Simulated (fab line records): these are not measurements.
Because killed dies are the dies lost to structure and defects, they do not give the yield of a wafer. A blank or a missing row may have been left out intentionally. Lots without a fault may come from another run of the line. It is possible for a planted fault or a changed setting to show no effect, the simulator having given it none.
Lot-split experiment	flow n5_finfet	route with 1938 steps; 7 lots, 21 wafers read

## ON THE SPLIT
At N5_MOL_CONTACT_COAG_VIA_ETCH_117 (etches SiO2 in C4F6/O2, target depth 40 nm, overetch 8 nm, time 26 s), the setting bias_w was moved away from the recipe's 455 W on 5 of the 21 wafers read, by -7.8% to +15.8%. This setting was run at the recipe's value on the other wafers.

Reading taken at the split's own step.

## THE READING
rf_vpp_V, in V, at N5_MOL_CONTACT_COAG_VIA_ETCH_117 (etches SiO2 in C4F6/O2, target depth 40 nm, overetch 8 nm, time 26 s). A value of 1572 V with a standard deviation of 33 V is what fault-free wafers of this fab line usually give.

wafer	tool, chamber at the split	bias_w as run, W	against the recipe	rf_vpp_V, V	against lot-mates on the recipe
L076.4	rie_diel-02, 3	455	recipe	1517	-
L076.5	rie_diel-02, 0	455	recipe	1575	-
L076.6	rie_diel-02, 3	455	recipe	1516	-
L077.1	rie_diel-06, 1	455	recipe	1573	-
L077.2	rie_diel-06, 2	526.8	+15.8%	1720	+164
L077.6	rie_diel-06, 0	455	recipe	1540	-
L084.1	rie_diel-06, 2	455	recipe	1543	-
L084.2	rie_diel-06, 0	455	recipe	1540	-
L084.3	rie_diel-06, 3	455	recipe	1606	-
L085.3	rie_diel-05, 3	455	recipe	1567	-
L085.5	rie_diel-05, 2	504.1	+10.8%	1744	+151
L085.6	rie_diel-05, 1	455	recipe	1619	-
L090.1	rie_diel-02, 0	455	recipe	1572	-
L090.2	rie_diel-02, 1	455	recipe	1570	-
L090.4	rie_diel-02, 3	455	recipe	1516	-
L093.3	rie_diel-06, 1	419.6	-7.8%	1477	-66
L093.5	rie_diel-06, 2	455	recipe	1543	-
L093.6	rie_diel-06, 1	419.6	-7.8%	1481	-62
L097.1	rie_diel-06, 3	423.6	-6.9%	1523	-50
L097.2	rie_diel-06, 0	455	recipe	1540	-
L097.5	rie_diel-06, 3	455	recipe	1606	-

FIT RESULTS
A straight line over all 21 wafers: rf_vpp_V changes by +11.3 V for each +1% of bias_w; r = +0.87; the points scatter about the line by 34 V.
The same after taking each lot's own level away (the mean of its wafers on the recipe; 21 wafers): +10.4 V for each +1%; r = +0.90; scatter 26 V.
Per that fit: largest bias_w move, reading shift of 1.6e+02 V.
Measured against the standard deviation above, the lots' own levels, which go from 1536.0 to 1593.0 V, span 1.7 times it.
The two slopes agree, so the slope changes little with the lot-to-lot level.
Check: for one of the wafers moved furthest among these (+15.8%), held out of the fit, the line's prediction against its lot-mates is +172 V. It came out at +164 V against them.
Tool readings at the split's step, against how far the setting was moved: rf_vpp_V r = +0.87.

## THE OTHER SPLITS THESE WAFERS WENT THROUGH
Other splits were also applied to these wafers ahead of the reading. Each is held against what the fit with the lots' levels taken away leaves over:
other split on the same wafers	wafers away from the commonest value	r with rf_vpp_V (lot level and that fit taken away)
N5_MOL_CONTACT_COAG_ETCH_105 bias_w	8	-0.21

## THE FILE'S OWN FIT
rf_vpp_V changes by +10.7 V for each +1% of bias_w, r = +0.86.
